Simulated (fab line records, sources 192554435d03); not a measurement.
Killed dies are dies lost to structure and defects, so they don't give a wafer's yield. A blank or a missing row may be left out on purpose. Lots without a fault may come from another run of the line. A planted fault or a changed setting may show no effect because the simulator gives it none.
fab line records | flow n5_finfet
record lots=24 wafers=72 last_day=17
route steps=1938 shown BEOL_M9@1404
lots that met no fault: from a run of the same line without faults
start_h: hours from the record's first day to the start of the lot's first wafer shown | wait_h: hours since the lot's step before | " the same as in the row above | L1.1+2: a row that stands for several wafers | - no value, or no start given | * or withheld: withheld | < > ~ a bound
route shown NAME@n: a module of which the file shows steps, and the number in the route of the first | usual: mean/standard deviation of fault-free wafers | same: alike in all rows | chamber/n: place in a boat | sites: the reading at each site | _std_site: their standard deviation | _edge_site: outer sites' mean less inner sites' | radius_mm: how far each site lies from the wafer's centre | mask NAME#n: copy n | behind: the tool/chamber that last shaped the wafer | hold: why the lot was held/for how many hours/how that ended | device: the transistor (n, p or np) that didn't switch | end of line: the same wafers' tests at the end of the route | a step without rows: its recipe alone | killed: dies lost to structure and defects at the first sort, not the wafer's yield | map: a wafer's dies, x killed, . not, _ none there
set.NAME: the setting as run; set.NAME@STEP: as run at that earlier step | model.NAME: the simulator's own value behind a step, which no gauge read
steps of the route over a sample of lots; a table a step, a row a wafer
services: from which hour (start_h, from the record's first day; less than 0 if before it) a tool's chamber was out of use, for how many hours, and why
## steps
# step N5_BEOL_M9_PECVD_70
# recipe material=SiO2 target_thk_a=200 temp_c=400 precursor=TEOS/O2 pressure_torr=5.5 rf_w=450 teos_flow_sccm=53.8 gas=O2 flow_sccm=3000 time_s=22.7
# usual heater_power_w=694/72 showerhead_plenum_p_Torr=8.81/0.069 susceptor_temp_C=400.04/0.24 throttle_valve_pct=22.0/1.3
# columns lot.wafer tool chamber start_h wait_h heater_power_w showerhead_plenum_p_Torr susceptor_temp_C throttle_valve_pct
L074.1 pecvd-01 2 201.28 0.0 731 8.84 400.17 22.7
L074.3 " 0 " " 683 8.86 400.04 21.0
L074.5 " 0 " " 675 8.88 399.95 21.4
L075.2 pecvd-01 0 207.26 0.0 669 8.86 399.95 21.1
L075.4 " 0 " " 690 8.87 400.30 20.7
L075.6 " 1 " " 613 8.67 399.96 22.1
L076.2 pecvd-01 0 209.86 0.0 580 8.86 400.35 21.2
L076.4 " 0 " " 584 8.87 400.29 21.3
L076.6 " 0 " " 580 8.88 400.44 21.2
L077.1 pecvd-02 0 218.62 0.0 592 8.77 399.88 24.5
L077.2 " 2 " " 626 8.82 399.54 21.4
L077.6 " 2 " " 639 8.83 399.91 21.5
L078.1 pecvd-02 2 219.03 0.0 686 8.79 399.88 21.7
L078.4 " 2 " " 690 8.80 399.68 21.8
L078.6 " 0 " " 676 8.79 400.11 24.5
L079.1 pecvd-04 2 234.89 0.0 825 8.76 400.35 19.5
L079.2 " 1 " " 763 8.92 399.78 23.4
L079.3 " 0 " " 727 8.87 399.95 21.3
L080.1 pecvd-04 0 238.75 0.0 675 8.87 400.52 20.9
L080.5 " 2 " " 824 8.77 399.99 19.7
L080.6 " 1 " " 832 8.88 400.09 23.3
L081.1 pecvd-04 0 244.59 0.0 706 8.87 400.34 21.3
L081.5 " 1 " " 816 8.97 400.17 23.4
L081.6 " 2 " " 836 8.76 399.93 19.6
L082.1 pecvd-02 0 260.92 0.0 687 8.77 399.92 24.1
L082.3 " 1 " " 757 8.85 399.72 22.6
L082.5 " 1 " " 759 8.84 399.90 22.6
L083.1 pecvd-02 0 261.55 0.0 637 8.78 400.29 24.4
L083.2 " 1 " " 764 8.81 399.83 22.4
L083.5 " 1 " " 754 8.82 400.20 22.3
L085.1 pecvd-02 2 265.82 0.0 698 8.78 400.27 21.9
L085.2 " 1 " " 750 8.86 399.76 22.6
L085.6 " 2 " " 685 8.81 399.83 21.8
L084.1 pecvd-04 2 269.72 0.0 777 8.78 399.90 19.6
L084.3 " 1 " " 793 8.93 400.08 23.3
L084.4 " 0 " " 718 8.88 399.61 21.3
L086.1 pecvd-01 0 283.20 0.0 632 8.84 400.25 21.1
L086.3 " 1 " " 615 8.69 400.19 22.7
L086.5 " 0 " " 629 8.85 399.88 21.1
L087.1 pecvd-02 0 285.44 0.0 593 8.79 400.42 24.4
L087.2 " 2 " " 658 8.79 400.19 21.9
L087.3 " 1 " " 707 8.84 400.10 22.4
L088.3 pecvd-01 1 285.93 0.0 652 8.69 399.75 22.9
L088.5 " 0 " " 581 8.87 399.96 21.4
L088.6 " 2 " " 718 8.80 400.26 20.5
L089.1 pecvd-01 2 287.98 0.0 603 8.80 399.95 20.7
L089.2 " 1 " " 569 8.69 400.23 22.5
L089.5 " 0 " " 652 8.86 400.25 21.0
L090.2 pecvd-01 2 297.82 0.0 629 8.80 400.04 20.3
L090.4 " 2 " " 638 8.81 400.10 20.8
L090.6 " 0 " " 600 8.86 400.07 21.3
L091.1 pecvd-01 0 303.49 0.0 680 8.89 400.20 21.3
L091.2 " 1 " " 619 8.68 399.91 22.7
L091.6 " 2 " " 636 8.80 399.94 20.7
L092.1 pecvd-01 2 308.69 0.0 758 8.81 400.11 20.4
L092.2 " 0 " " 625 8.87 399.88 21.4
L092.3 " 1 " " 705 8.67 400.02 22.3
L094.2 pecvd-01 0 330.15 0.0 624 8.88 399.54 21.1
L094.3 " 2 " " 695 8.80 400.26 20.8
L094.5 " 1 " " 656 8.68 400.00 22.6
L093.1 pecvd-02 0 330.54 0.0 649 8.80 400.15 24.5
L093.2 " 2 " " 592 8.80 400.26 22.0
L093.3 " 1 " " 753 8.85 400.19 22.7
L095.1 pecvd-02 1 330.88 0.0 778 8.85 399.53 22.5
L095.3 " 2 " " 699 8.80 399.73 21.8
L095.6 " 2 " " 698 8.79 399.72 22.0
L096.2 pecvd-04 2 344.29 0.0 831 8.79 400.24 19.9
L096.3 " 1 " " 810 8.93 400.28 23.3
L096.6 " 0 " " 748 8.87 400.37 21.2
L097.1 pecvd-04 1 348.77 0.0 817 8.91 400.52 23.6
L097.3 " 0 " " 665 8.86 400.23 21.2
L097.6 " 1 " " 821 8.93 400.50 23.0
# step N5_BEOL_M9_STRIP_67
# recipe chemistry=CF4 resist=SiARC power_w=300 bias_power_w=75 pressure_mtorr=50 cf4_flow_sccm=150 rf_frequency_hz=6e+07
# usual drypump_motor_current_A=5.8/0.34 oes_product_au=0.76/0.083 rf_vpp_V=271.0/1.6 showerhead_plenum_p_Torr=1.79/0.053 throttle_valve_pct=13.71/0.24
# columns lot.wafer tool chamber start_h wait_h drypump_motor_current_A oes_product_au rf_hours_counter_h rf_vpp_V showerhead_plenum_p_Torr throttle_valve_pct
L074.1 rie_diel-03 1 202.27 0.0 6.2 0.75 176 271.7 1.87 13.97
L074.3 " 0 " " 5.7 0.72 192 272.4 1.84 13.70
L074.5 " 1 " " 6.2 0.75 - 272.0 1.87 13.96
L075.2 rie_diel-01 2 208.40 0.0 6.3 0.76 160 269.7 1.74 13.69
L075.4 " 2 " " 6.3 0.77 - 269.9 1.74 13.69
L075.6 " 3 " " 5.4 0.74 - 270.4 1.79 13.73
L076.2 rie_diel-03 3 212.06 0.0 5.8 0.72 203 268.5 1.71 13.68
L076.4 " 0 " " 5.7 0.73 196 271.8 1.84 13.71
L076.6 " 3 " " 5.8 0.72 - 269.8 1.71 13.68
L077.1 rie_diel-01 2 221.20 0.0 6.2 0.76 166 268.9 1.74 13.71
L077.2 " 1 " " 5.5 0.72 203 271.3 1.77 13.80
L077.6 " 2 " " 6.2 0.75 - 270.5 1.74 13.70
L078.1 rie_diel-02 3 221.44 0.0 5.3 0.80 102 270.0 1.77 13.10
L078.4 " 0 " " 6.2 0.73 210 269.5 1.79 14.03
L078.6 " 3 " " 5.3 0.79 - 272.2 1.77 13.09
L079.1 rie_diel-01 1 238.02 0.0 5.5 0.71 210 269.6 1.77 13.82
L079.2 " 3 " " 5.4 0.73 190 271.3 1.79 13.76
L079.3 " 2 " " 6.3 0.75 173 270.4 1.74 13.73
L080.1 rie_diel-01 1 241.29 0.0 5.5 0.71 212 271.1 1.77 13.82
L080.5 " 3 " " 5.4 0.73 - 271.0 1.79 13.78
L080.6 " 1 " " 5.5 0.71 - 272.7 1.77 13.84
L081.1 rie_diel-02 2 250.27 0.0 5.2 0.68 221 271.2 1.76 13.90
L081.5 " 1 " " 5.8 0.89 - 271.1 1.78 13.47
L081.6 " 0 " " 6.2 0.72 - 272.4 1.79 14.06
L082.1 rie_diel-01 0 263.60 0.0 5.7 0.68 248 269.9 1.78 13.68
L082.3 " 3 " " 5.4 0.72 199 270.0 1.79 13.79
L082.5 " 0 " " 5.7 0.69 - 269.3 1.78 13.69
L083.1 rie_diel-03 1 263.89 0.0 6.2 0.74 188 272.9 1.86 14.00
L083.2 " 2 " " 6.0 0.93 14 275.8 1.88 13.44
L083.5 " 2 " " 6.0 0.95 - 273.3 1.88 13.44
L085.1 rie_diel-03 0 267.35 0.0 5.7 0.72 208 272.8 1.84 13.73
L085.2 " 3 " " 5.7 0.70 215 267.7 1.71 13.72
L085.6 " 0 " " 5.7 0.72 - 272.8 1.84 13.73
L084.1 rie_diel-03 1 271.47 0.0 6.2 0.74 191 273.4 1.86 13.99
L084.3 " 2 " " 6.0 0.94 17 273.8 1.88 13.44
L084.4 " 0 " " 5.7 0.72 209 272.5 1.84 13.74
L086.1 rie_diel-03 3 284.19 0.0 5.7 0.71 222 270.0 1.70 13.72
L086.3 " 2 " " 6.0 0.93 21 273.2 1.88 13.47
L086.5 " 0 " " 5.7 0.71 - 270.3 1.84 13.74
L087.1 rie_diel-01 3 287.71 0.0 5.5 0.72 208 271.5 1.78 13.79
L087.2 " 2 " " 6.3 0.74 190 269.1 1.73 13.76
L087.3 " 1 " " 5.5 0.70 228 271.4 1.77 13.88
L088.3 rie_diel-02 3 287.86 0.0 5.4 0.78 120 271.0 1.77 13.15
L088.5 " 2 " " 5.1 0.67 - 270.5 1.76 13.91
L088.6 " 1 " " 5.8 0.87 - 270.6 1.77 13.52
L089.1 rie_diel-03 1 289.92 0.0 6.2 0.74 196 273.5 1.86 14.02
L089.2 " 3 " " 5.7 0.70 223 268.0 1.70 13.74
L089.5 " 0 " " 5.7 0.72 - 270.4 1.84 13.74
L090.2 rie_diel-03 3 301.24 0.0 5.7 0.70 226 268.5 1.70 13.73
L090.4 " 0 " " 5.7 0.72 218 272.7 1.84 13.76
L090.6 " 3 " " 5.7 0.70 - 268.6 1.70 13.74
L091.1 rie_diel-01 3 305.90 0.0 5.4 0.71 214 269.9 1.78 13.82
L091.2 " 2 " " 6.3 0.73 196 269.7 1.73 13.76
L091.6 " 0 " " 5.7 0.96 - 271.1 1.78 13.13
L092.1 rie_diel-02 0 311.41 0.0 6.3 0.70 240 270.9 1.79 14.10
L092.2 " 3 " " 5.4 0.77 128 270.0 1.76 13.16
L092.3 " 1 " " 5.8 0.86 66 269.2 1.77 13.52
L094.2 rie_diel-01 2 331.62 0.0 6.3 0.72 205 268.6 1.73 13.79
L094.3 " 0 " " 5.6 0.93 11 272.0 1.77 13.12
L094.5 " 0 " " 5.7 0.93 - 269.5 1.77 13.14
L093.1 rie_diel-01 2 332.22 0.0 6.2 0.73 205 267.4 1.73 13.79
L093.2 " 3 " " 5.4 0.70 223 269.6 1.78 13.85
L093.3 " 0 " " 5.7 0.92 11 271.2 1.77 13.13
L095.1 rie_diel-03 2 332.54 0.0 6.0 0.91 36 273.3 1.88 13.49
L095.3 " 0 " " 5.7 0.70 229 272.8 1.83 13.78
L095.6 " 0 " " 5.7 0.70 - 271.5 1.83 13.78
L096.2 rie_diel-03 1 346.60 0.0 6.2 0.72 212 271.7 1.86 14.06
L096.3 " 3 " " 5.8 0.70 240 266.9 1.70 13.78
L096.6 " 3 " " 5.8 0.70 - 268.8 1.70 13.77
L097.1 rie_diel-02 0 350.02 0.0 6.3 0.70 253 269.4 1.78 14.13
L097.3 " 3 " " 5.3 0.76 141 271.2 1.76 13.19
L097.6 " 1 " " 5.8 0.85 - 270.2 1.77 13.54
# step N5_BEOL_M9_OVL_MEAS_29
# recipe points_per_wafer=522
# usual V8_OVL=-0.2/0.72
# columns lot.wafer tool chamber start_h wait_h V8_OVL[nm]
L074.1 overlay-02 0 203.07 0.0 -1.7
L074.3 " 0 " " -0.7
L074.5 " 0 " " -1.3
L075.2 overlay-01 0 209.55 0.0 -0.3
L075.4 " 0 " " -1.0
L075.6 " 0 " " -0.6
L076.2 overlay-02 0 214.26 0.0 -0.6
L076.4 " 0 " " 0.2
L076.6 " 0 " " 0.3
L078.1 overlay-02 0 222.97 0.0 0.0
L078.4 " 0 " " 0.5
L078.6 " 0 " " -0.8
L077.1 overlay-01 0 223.05 0.0 -0.1
L077.2 " 0 " " 0.1
L077.6 " 0 " " -0.1
L079.1 overlay-01 0 239.31 0.0 0.8
L079.2 " 0 " " 0.5
L079.3 " 0 " " -0.4
L080.1 overlay-02 0 242.47 0.0 -0.9
L080.5 " 0 " " 0.1
L080.6 " 0 " " -1.2
L081.1 overlay-02 0 251.06 0.0 -1.6
L081.5 " 0 " " -1.5
L081.6 " 0 " " -0.1
L083.1 overlay-01 0 264.94 0.0 0.1
L083.2 " 0 " " -0.7
L083.5 " 0 " " -0.1
L082.1 overlay-02 0 265.11 0.0 0.1
L082.3 " 0 " " -0.1
L082.5 " 0 " " -0.5
L085.1 overlay-01 0 268.75 0.0 -0.4
L085.2 " 0 " " -1.2
L085.6 " 0 " " -1.6
L084.1 overlay-01 0 272.27 0.0 -0.2
L084.3 " 0 " " 0.0
L084.4 " 0 " " -0.6
L086.1 overlay-01 0 285.62 0.0 0.8
L086.3 " 0 " " 1.6
L086.5 " 0 " " 0.8
L087.1 overlay-02 0 288.83 0.0 -1.1
L087.2 " 0 " " -1.4
L087.3 " 0 " " -0.3
L088.3 overlay-02 0 289.01 0.0 -0.2
L088.5 " 0 " " -0.1
L088.6 " 0 " " -0.9
L089.1 overlay-01 0 290.60 0.0 0.2
L089.2 " 0 " " 0.4
L089.5 " 0 " " -0.3
L090.2 overlay-01 0 304.08 0.0 -0.1
L090.4 " 0 " " 0.5
L090.6 " 0 " " 0.3
L091.1 overlay-02 0 306.83 0.0 1.5
L091.2 " 0 " " 1.1
L091.6 " 0 " " 0.6
L092.1 overlay-01 0 312.94 0.0 -0.5
L092.2 " 0 " " -0.1
L092.3 " 0 " " -1.4
L095.1 overlay-02 0 334.88 0.0 -0.3
L095.3 " 0 " " -0.1
L095.6 " 0 " " -1.0
L093.1 overlay-01 0 334.92 0.0 -0.5
L093.2 " 0 " " -0.3
L093.3 " 0 " " -0.6
L094.2 overlay-02 0 334.97 0.0 0.1
L094.3 " 0 " " -0.1
L094.5 " 0 " " -0.4
L096.2 overlay-02 0 348.12 0.0 -1.3
L096.3 " 0 " " -0.5
L096.6 " 0 " " -2.4
L097.1 overlay-02 0 350.77 0.0 -0.7
L097.3 " 0 " " 0.0
L097.6 " 0 " " 0.0
# step N5_BEOL_M9_INSPECT_30
# recipe mode=adi inspect_instrument=brightfield
# usual raw_defect_count=397/97
# columns lot.wafer tool chamber start_h wait_h raw_defect_count
L074.1 defect_inspect-01 - 203.13 0.1 311
L074.3 " - " " 331
L074.5 " - " " 367
L075.2 defect_inspect-02 - 209.60 0.0 424
L075.4 " - " " 704
L075.6 " - " " 529
L076.2 defect_inspect-01 - 214.32 0.0 443
L076.4 " - " " 443
L076.6 " - " " 463
L078.1 defect_inspect-01 - 223.03 0.1 332
L078.4 " - " " 385
L078.6 " - " " 355
L077.1 defect_inspect-02 - 223.11 0.1 428
L077.2 " - " " 616
L077.6 " - " " 414
L079.1 defect_inspect-01 - 239.37 0.1 256
L079.2 " - " " 347
L079.3 " - " " 386
L080.1 defect_inspect-02 - 242.52 0.1 487
L080.5 " - " " 536
L080.6 " - " " 566
L081.1 defect_inspect-01 - 251.12 0.1 361
L081.5 " - " " 297
L081.6 " - " " 363
L083.1 defect_inspect-02 - 264.99 0.1 549
L083.2 " - " " 534
L083.5 " - " " 456
L082.1 defect_inspect-01 - 265.17 0.1 395
L082.3 " - " " 383
L082.5 " - " " 400
L085.1 defect_inspect-01 - 268.81 0.1 363
L085.2 " - " " 458
L085.6 " - " " 456
L084.1 defect_inspect-01 - 272.33 0.1 198
L084.3 " - " " 261
L084.4 " - " " 186
L086.1 defect_inspect-02 - 285.68 0.1 382
L086.3 " - " " 386
L086.5 " - " " 283
L087.1 defect_inspect-02 - 288.89 0.1 500
L087.2 " - " " 528
L087.3 " - " " 563
L088.3 defect_inspect-01 - 289.06 0.0 628
L088.5 " - " " 514
L088.6 " - " " 514
L089.1 defect_inspect-01 - 290.66 0.1 305
L089.2 " - " " 173
L089.5 " - " " 403
L090.2 defect_inspect-02 - 304.13 0.0 459
L090.4 " - " " 445
L090.6 " - " " 329
L091.1 defect_inspect-01 - 306.89 0.1 353
L091.2 " - " " 326
L091.6 " - " " 401
L092.1 defect_inspect-01 - 313.00 0.1 409
L092.2 " - " " 392
L092.3 " - " " 460
L095.1 defect_inspect-02 - 334.94 0.1 420
L095.3 " - " " 388
L095.6 " - " " 375
L093.1 defect_inspect-01 - 334.98 0.1 315
L093.2 " - " " 439
L093.3 " - " " 377
L094.2 defect_inspect-02 - 335.02 0.0 359
L094.3 " - " " 306
L094.5 " - " " 301
L096.2 defect_inspect-02 - 348.17 0.0 453
L096.3 " - " " 430
L096.6 " - " " 387
L097.1 defect_inspect-02 - 350.83 0.1 349
L097.3 " - " " 383
L097.6 " - " " 311
# step N5_BEOL_M9_DESCUM_33
# recipe chemistry=O2 time_s=7 source_power_w=50 bias_power_w=20 pressure_mtorr=20 rf_frequency_hz=2.712e+07 temp_c=40 resist=CAR-EUV o2_flow_sccm=225
# usual drypump_motor_current_A=5.7/0.37 oes_product_au=0.76/0.086 rf_vpp_V=242.9/1.3 showerhead_plenum_p_Torr=2.07/0.066 throttle_valve_pct=20.46/0.24
# columns lot.wafer tool chamber start_h wait_h drypump_motor_current_A oes_product_au rf_hours_counter_h rf_vpp_V showerhead_plenum_p_Torr throttle_valve_pct
L074.1 rie_diel-03 3 203.16 0.0 5.7 0.73 199 241.0 2.00 20.53
L074.3 " 2 " " 6.0 1.03 0 243.6 2.24 20.55
L074.5 " 1 " " 6.3 0.75 - 245.2 2.14 20.61
L075.2 rie_diel-01 3 209.75 0.2 5.4 0.72 178 242.0 2.08 20.49
L075.4 " 2 " " 6.2 0.75 - 241.6 1.99 20.31
L075.6 " 1 " " 5.4 0.74 - 244.1 2.07 20.58
L076.2 rie_diel-02 2 214.35 0.0 5.1 0.70 207 242.0 2.08 20.66
L076.4 " 3 " " 5.3 0.80 99 244.0 2.09 19.94
L076.6 " 0 " " 6.3 0.71 - 244.8 2.03 20.59
L078.1 rie_diel-02 0 223.06 0.0 6.3 0.73 210 244.5 2.03 20.58
L078.4 " 1 " " 5.8 0.91 35 243.1 2.05 20.23
L078.6 " 2 " " 5.1 0.68 - 243.4 2.08 20.68
L077.1 rie_diel-01 1 223.57 0.5 5.5 0.73 204 242.3 2.07 20.58
L077.2 " 3 " " 5.4 0.72 184 244.5 2.08 20.47
L077.6 " 1 " " 5.5 0.73 - 242.1 2.07 20.57
L079.1 rie_diel-01 2 239.40 0.0 6.3 0.73 173 242.1 1.99 20.34
L079.2 " 1 " " 5.5 0.72 210 242.0 2.07 20.60
L079.3 " 3 " " 5.4 0.71 191 243.7 2.08 20.53
L080.1 rie_diel-01 1 242.56 0.0 5.5 0.72 212 244.5 2.07 20.59
L080.5 " 2 " " 6.3 0.73 - 242.2 1.99 20.34
L080.6 " 3 " " 5.4 0.71 - 243.4 2.08 20.51
L081.1 rie_diel-02 3 251.63 0.5 5.3 0.78 113 243.5 2.09 19.94
L081.5 " 2 " " 5.2 0.68 - 243.3 2.07 20.70
L081.6 " 3 " " 5.3 0.77 - 243.5 2.09 19.93
L083.1 rie_diel-02 0 265.03 0.0 6.2 0.71 224 242.2 2.03 20.64
L083.2 " 1 " " 5.8 0.89 49 241.3 2.05 20.25
L083.5 " 0 " " 6.2 0.72 - 242.7 2.03 20.61
L082.1 rie_diel-02 0 265.45 0.3 6.3 0.72 224 244.0 2.03 20.62
L082.3 " 3 " " 5.3 0.77 116 244.7 2.08 19.94
L082.5 " 1 " " 5.7 0.89 - 241.9 2.05 20.26
L085.1 rie_diel-02 1 268.84 0.0 5.8 0.90 50 241.8 2.05 20.24
L085.2 " 0 " " 6.3 0.71 225 242.8 2.03 20.61
L085.6 " 0 " " 6.2 0.71 - 243.4 2.03 20.61
L084.1 rie_diel-02 3 272.46 0.1 5.3 0.76 119 241.9 2.08 19.95
L084.3 " 2 " " 5.2 0.67 227 242.3 2.07 20.70
L084.4 " 0 " " 6.2 0.71 227 243.3 2.02 20.63
L086.1 rie_diel-02 3 285.71 0.0 5.4 0.76 119 243.7 2.08 19.95
L086.3 " 2 " " 5.1 0.67 232 241.4 2.07 20.71
L086.5 " 2 " " 5.1 0.67 - 242.9 2.07 20.69
L087.1 rie_diel-01 1 288.93 0.0 5.5 0.70 229 242.9 2.06 20.62
L087.2 " 2 " " 6.2 0.73 191 241.1 1.98 20.38
L087.3 " 3 " " 5.4 0.69 208 243.0 2.07 20.53
L088.3 rie_diel-03 1 289.26 0.2 6.2 0.74 196 245.1 2.13 20.65
L088.5 " 3 " " 5.7 0.71 - 241.6 1.99 20.55
L088.6 " 2 " " 6.0 0.94 - 244.4 2.23 20.59
L089.1 rie_diel-03 1 290.70 0.0 6.2 0.73 197 245.1 2.13 20.66
L089.2 " 2 " " 6.0 0.94 23 246.1 2.24 20.60
L089.5 " 3 " " 5.8 0.70 - 242.5 1.99 20.58
L090.2 rie_diel-01 3 304.38 0.3 5.4 0.70 213 242.0 2.07 20.52
L090.4 " 0 " " 5.7 0.98 2 241.6 2.08 20.05
L090.6 " 3 " " 5.5 0.69 - 243.6 2.07 20.53
L091.1 rie_diel-03 3 306.93 0.0 5.8 0.70 228 240.7 1.99 20.58
L091.2 " 2 " " 6.0 0.92 27 244.1 2.23 20.60
L091.6 " 3 " " 5.7 0.71 - 242.2 1.99 20.57
L092.1 rie_diel-01 0 313.03 0.0 5.6 0.97 5 241.0 2.08 20.07
L092.2 " 2 " " 6.2 0.72 199 241.9 1.98 20.37
L092.3 " 3 " " 5.5 0.69 216 242.2 2.07 20.55
L095.1 rie_diel-02 3 334.97 0.0 5.3 0.74 135 242.4 2.08 19.97
L095.3 " 0 " " 6.3 0.71 247 242.3 2.02 20.64
L095.6 " 1 " " 5.8 0.84 - 242.3 2.04 20.28
L093.1 rie_diel-01 2 335.01 0.0 6.3 0.70 206 241.4 1.98 20.40
L093.2 " 3 " " 5.4 0.69 223 242.4 2.07 20.56
L093.3 " 0 " " 5.6 0.93 12 243.5 2.08 20.06
L094.2 rie_diel-03 3 335.35 0.3 5.7 0.69 238 241.5 1.98 20.58
L094.3 " 1 " " 6.2 0.73 210 244.5 2.13 20.68
L094.5 " 0 " " 5.7 0.70 - 244.0 2.18 20.77
L096.2 rie_diel-01 3 348.20 0.0 5.4 0.69 226 242.7 2.07 20.56
L096.3 " 2 " " 6.2 0.71 209 240.8 1.98 20.40
L096.6 " 2 " " 6.2 0.70 - 240.8 1.98 20.39
L097.1 rie_diel-03 1 350.88 0.0 6.2 0.72 214 244.9 2.13 20.67
L097.3 " 2 " " 6.0 0.90 40 246.6 2.23 20.62
L097.6 " 2 " " 6.0 0.90 - 244.3 2.23 20.61
# step N5_BEOL_M9_ETCH_41
# recipe chemistry=CH3F/O2 target=SiCN target_depth_a=366 taper_deg=2 time_s=70.1 ion_energy_ev=120 mask_material=TiN pressure_mtorr=30 source_w=395 bias_w=75 Ar_flow_sccm=150 CH3F_flow_sccm=30 O2_flow_sccm=20
# usual drypump_motor_current_A=5.7/0.38 oes_product_au=0.75/0.087 rf_vpp_V=296.9/1.6 showerhead_plenum_p_Torr=1.98/0.059 throttle_valve_pct=16.41/0.28
# columns lot.wafer tool chamber start_h wait_h drypump_motor_current_A oes_product_au rf_hours_counter_h rf_vpp_V showerhead_plenum_p_Torr throttle_valve_pct
L074.1 rie_diel-03 3 - - 5.8 0.72 199 295.0 1.90 16.39
L074.3 " 2 " " 6.0 1.01 1 301.3 2.12 16.24
L074.5 " 1 " " 6.3 0.73 - 297.7 2.07 16.67
L075.2 rie_diel-01 3 - - 5.4 0.71 178 297.4 2.00 16.44
L075.4 " 2 " " 6.3 0.76 - 295.2 1.90 16.23
L075.6 " 1 " " 5.5 0.72 - 298.2 2.01 16.67
L076.2 rie_diel-02 2 - - 5.1 0.70 207 296.3 1.97 16.54
L076.4 " 3 " " 5.4 0.79 99 296.9 2.01 15.94
L076.6 " 0 " " 6.3 0.70 - 297.0 2.00 16.79
L078.1 rie_diel-02 0 - - 6.2 0.71 210 295.5 1.99 16.79
L078.4 " 1 " " 5.8 0.91 35 295.3 1.96 16.10
L078.6 " 2 " " 5.1 0.69 - 297.8 1.97 16.56
L077.1 rie_diel-01 1 - - 5.5 0.72 204 296.0 2.01 16.68
L077.2 " 3 " " 5.4 0.70 184 297.8 2.00 16.47
L077.6 " 1 " " 5.5 0.72 - 295.3 2.01 16.67
L079.1 rie_diel-01 2 - - 6.3 0.75 173 294.1 1.90 16.26
L079.2 " 1 " " 5.5 0.72 211 296.8 2.01 16.70
L079.3 " 3 " " 5.4 0.70 191 298.5 1.99 16.48
L080.1 rie_diel-01 1 - - 5.5 0.71 212 297.1 2.01 16.71
L080.5 " 2 " " 6.3 0.76 - 295.4 1.89 16.24
L080.6 " 3 " " 5.4 0.70 - 297.2 1.99 16.48
L081.1 rie_diel-02 3 - - 5.4 0.78 113 297.7 2.01 15.99
L081.5 " 2 " " 5.1 0.69 - 298.2 1.97 16.57
L081.6 " 3 " " 5.3 0.77 - 298.1 2.01 15.97
L083.1 rie_diel-02 0 - - 6.2 0.70 224 296.8 1.99 16.81
L083.2 " 1 " " 5.8 0.89 49 294.8 1.95 16.12
L083.5 " 0 " " 6.3 0.70 - 296.8 1.99 16.81
L082.1 rie_diel-02 0 - - 6.3 0.71 224 297.3 1.99 16.83
L082.3 " 3 " " 5.3 0.78 116 295.8 2.01 15.98
L082.5 " 1 " " 5.7 0.89 - 297.7 1.95 16.12
L085.1 rie_diel-02 1 - - 5.8 0.89 50 296.6 1.95 16.11
L085.2 " 0 " " 6.2 0.71 225 295.8 1.99 16.82
L085.6 " 0 " " 6.2 0.71 - 297.1 1.99 16.82
L084.1 rie_diel-02 3 - - 5.3 0.77 119 297.9 2.01 16.00
L084.3 " 2 " " 5.2 0.68 227 297.6 1.97 16.57
L084.4 " 0 " " 6.3 0.70 227 297.4 1.99 16.82
L086.1 rie_diel-02 3 - - 5.4 0.76 120 297.6 2.01 15.99
L086.3 " 2 " " 5.2 0.67 233 296.9 1.96 16.61
L086.5 " 2 " " 5.2 0.68 - 298.3 1.96 16.60
L087.1 rie_diel-01 1 - - 5.5 0.70 229 295.7 2.00 16.73
L087.2 " 2 " " 6.3 0.74 191 295.5 1.89 16.29
L087.3 " 3 " " 5.4 0.68 208 296.0 1.99 16.51
L088.3 rie_diel-03 1 - - 6.3 0.73 196 299.2 2.07 16.72
L088.5 " 3 " " 5.8 0.71 - 295.7 1.89 16.43
L088.6 " 2 " " 6.0 0.94 - 300.9 2.11 16.29
L089.1 rie_diel-03 1 - - 6.3 0.73 197 299.3 2.07 16.71
L089.2 " 2 " " 6.0 0.94 23 299.7 2.11 16.29
L089.5 " 3 " " 5.8 0.71 - 295.9 1.89 16.43
L090.2 rie_diel-01 3 - - 5.4 0.68 213 296.3 1.99 16.51
L090.4 " 0 " " 5.7 0.99 2 295.1 1.96 15.80
L090.6 " 3 " " 5.4 0.68 - 296.8 1.99 16.49
L091.1 rie_diel-03 3 - - 5.8 0.70 228 296.1 1.89 16.43
L091.2 " 2 " " 6.0 0.91 28 299.8 2.11 16.30
L091.6 " 3 " " 5.7 0.71 - 294.5 1.89 16.43
L092.1 rie_diel-01 0 - - 5.6 0.98 5 295.7 1.96 15.81
L092.2 " 2 " " 6.3 0.73 199 295.7 1.89 16.30
L092.3 " 3 " " 5.4 0.68 217 297.2 1.99 16.53
L095.1 rie_diel-02 3 - - 5.3 0.75 135 297.2 2.00 16.03
L095.3 " 0 " " 6.2 0.68 248 297.0 1.98 16.87
L095.6 " 1 " " 5.8 0.85 - 295.3 1.94 16.18
L093.1 rie_diel-01 2 - - 6.3 0.73 206 295.9 1.89 16.34
L093.2 " 3 " " 5.4 0.67 224 297.4 1.98 16.53
L093.3 " 0 " " 5.7 0.96 12 296.5 1.96 15.80
L094.2 rie_diel-03 3 - - 5.8 0.69 238 295.2 1.89 16.47
L094.3 " 1 " " 6.3 0.72 210 300.1 2.06 16.75
L094.5 " 0 " " 5.7 0.69 - 297.6 2.04 16.44
L096.2 rie_diel-01 3 - - 5.4 0.68 226 296.7 1.98 16.54
L096.3 " 2 " " 6.2 0.73 209 294.5 1.88 16.31
L096.6 " 2 " " 6.2 0.73 - 295.0 1.88 16.31
L097.1 rie_diel-03 1 - - 6.2 0.72 214 297.8 2.06 16.76
L097.3 " 2 " " 6.0 0.90 40 300.9 2.11 16.32
L097.6 " 2 " " 6.0 0.90 - 298.5 2.11 16.32
## services
# columns tool chamber start_h hours kind
pecvd-04 - 180.14 0.9 repair
rie_diel-03 2 181.29 - clean
rie_diel-03 2 181.29 - consumable_replace:focus_ring
pecvd-01 - 198.46 1.8 repair
pecvd-04 1 209.48 10.2 repair
pecvd-02 - 225.45 14.6 pm
pecvd-01 0 226.24 23.5 repair
pecvd-01 2 233.26 6.5 repair
rie_diel-03 - 234.90 15.6 pm
pecvd-01 - 237.10 5.5 pm
pecvd-01 - 246.30 0.3 repair
pecvd-04 1 256.77 2.0 repair
pecvd-01 - 265.34 11.7 repair
rie_diel-01 0 270.83 - clean
rie_diel-01 0 270.83 - consumable_replace:focus_ring
rie_diel-01 0 270.83 24.0 scheduled_down
rie_diel-01 0 270.83 24.0 vent_cycle
pecvd-04 - 288.42 0.8 repair
rie_diel-01 - 300.50 2.8 pm
pecvd-02 2 305.69 20.6 repair
rie_diel-02 2 337.78 - clean
rie_diel-02 2 337.78 - consumable_replace:focus_ring
rie_diel-02 2 337.78 16.5 scheduled_down
rie_diel-02 2 337.78 16.5 vent_cycle
## key
fault none
